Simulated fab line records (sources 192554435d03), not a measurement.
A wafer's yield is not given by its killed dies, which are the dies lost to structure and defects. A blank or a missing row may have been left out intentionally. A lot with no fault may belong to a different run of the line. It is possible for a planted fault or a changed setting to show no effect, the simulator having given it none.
Chamber matching ; flow n5 finfet ; N5_MOL_CONTACT_COAG_CMP_23 on cmp-01 has 4 sister chambers
The step polishes, stops on SiO2, t overpolish 1.5 s, target thk 0 nm. 14 wafers are shown with their chamber, then 7 later ones without.

WAFERS, EACH WITH ITS CHAMBER
wafer;chamber;motor current A (A);time to endpoint s (s);pad life wafers
L074.1;0;8.4;8.0;1310
L074.4;2;7.1;5.6;1308
L077.1;2;7.6;5.7;1386
L077.2;3;7.8;6.7;1387
L077.4;0;8.1;7.3;1388
L078.1;3;8.1;6.9;1443
L078.4;1;7.9;5.7;1441
L079.1;1;8.2;6.2;1506
L079.3;3;7.9;9.6;1508
L080.3;1;8.1;7.6;1545
L080.4;0;8.2;8.1;1544
L081.2;1;8.5;9.5;1573
L081.3;3;8.0;9.5;1575
L088.1;1;8.0;4.3;1956

SIGNATURES, as means of the wafers listed above
reading;chamber 0;chamber 1;chamber 2;chamber 3;scatter within a chamber
motor current A;8.233;8.140;7.350;7.950;0.208
time to endpoint s;7.800;6.660;5.650;8.175;1.54
pad life wafers;1414.00;1604.20;1347.00;1478.25;147
Rule: for each reading, subtract the chamber's mean from the wafer's reading, divide by that reading's scatter and square the result; add these up over the readings and take the root, which gives the wafer's distance from the chamber. The wafer belongs to the nearest chamber; if the next one is less than 2 further off, it can't be placed. How the scatter is found: for the shown wafers, subtract from each reading the mean of its chamber, square and add these, divide the total by (wafers less chambers), then take the root.

WAFERS WITHOUT THEIR CHAMBER
wafer;motor current A (A);time to endpoint s (s);pad life wafers
L088.3;8.3;6.3;1959
L088.4;7.7;6.4;1957
L090.2;7.6;9.7;2037
L090.3;8.1;8.5;2034
L091.2;7.4;2.8;2114
L091.3;8.0;4.5;2112
L094.1;8.1;7.2;63

WHICH CHAMBER EACH WENT THROUGH
wafer;from the rows above;in truth
L088.3;can't be placed: 1 or 0 or 3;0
L088.4;can't be placed: 1 or 3 or 2 or 0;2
L090.2;can't be placed: 3 or 1 or 0 or 2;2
L090.3;can't be placed: 1 or 3 or 0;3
L091.2;can't be placed: 2 or 1 or 3 or 0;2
L091.3;can't be placed: 1 or 3 or 0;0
L094.1;can't be placed: 0 or 2 or 3 or 1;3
0 of 7 placed correctly. Can't be placed from these rows: 7 (the true chamber is among the candidates in 7). Wrongly placed: 0.
